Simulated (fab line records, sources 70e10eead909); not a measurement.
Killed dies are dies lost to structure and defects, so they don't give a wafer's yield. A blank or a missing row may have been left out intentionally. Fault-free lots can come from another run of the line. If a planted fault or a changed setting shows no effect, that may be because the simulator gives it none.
Matching of chambers :: flow nand harc :: NHARC_A_CHANNEL_FILL_D1_ETCHBACK_20 on rie diel-12 has 4 sister chambers
The step etches the open film in C4F8/O2/Ar, target depth 27 nm, time 13.5 s. 4 wafers are shown with their chamber, then 9 later ones without.

## WAFERS PAIRED WITH THEIR CHAMBERS
wafer: L084.2
chamber: 1
rf vpp V (V): 977

wafer: L087.6
chamber: 2
rf vpp V (V): 979

wafer: L090.1
chamber: 0
rf vpp V (V): 985

wafer: L090.6
chamber: 3
rf vpp V (V): 978

## WAFERS WITH NO CHAMBER GIVEN
wafer: L093.2
rf vpp V (V): 987

wafer: L093.3
rf vpp V (V): 978

wafer: L093.6
rf vpp V (V): 979

wafer: L094.3
rf vpp V (V): 981

wafer: L094.5
rf vpp V (V): 978

wafer: L094.6
rf vpp V (V): 977

wafer: L095.2
rf vpp V (V): 977

wafer: L095.3
rf vpp V (V): 977

wafer: L095.5
rf vpp V (V): 977

## WHICH CHAMBER EACH ONE RAN IN
wafer: L093.2
from the rows above: 0
in truth: 0

wafer: L093.3
from the rows above: can't be placed: 3 or 1 or 2
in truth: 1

wafer: L093.6
from the rows above: can't be placed: 2 or 3
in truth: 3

wafer: L094.3
from the rows above: can't be placed: 2 or 3
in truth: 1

wafer: L094.5
from the rows above: can't be placed: 3 or 1 or 2
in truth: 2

wafer: L094.6
from the rows above: can't be placed: 1 or 3
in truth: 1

wafer: L095.2
from the rows above: can't be placed: 1 or 3
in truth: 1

wafer: L095.3
from the rows above: can't be placed: 1 or 3
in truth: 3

wafer: L095.5
from the rows above: can't be placed: 1 or 3
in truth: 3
Placed correctly: 1 of 9. Unplaceable from these rows: 8, with the true chamber sitting among the candidates in 7. Placed wrongly: 0.
How it was worked out, from the rows above alone: a wafer's distance from a chamber is the root of the sum, over the readings, of the square of ((its reading less the chamber's mean) divided by the reading's scatter). The wafer belongs to the nearest chamber; if the next one is less than 2 further off, it can't be placed. A chamber's mean is the mean of its shown wafers. The scatter: with one shown wafer a chamber, the root of the mean of the squares of how far each hidden wafer lies from its nearest shown one.
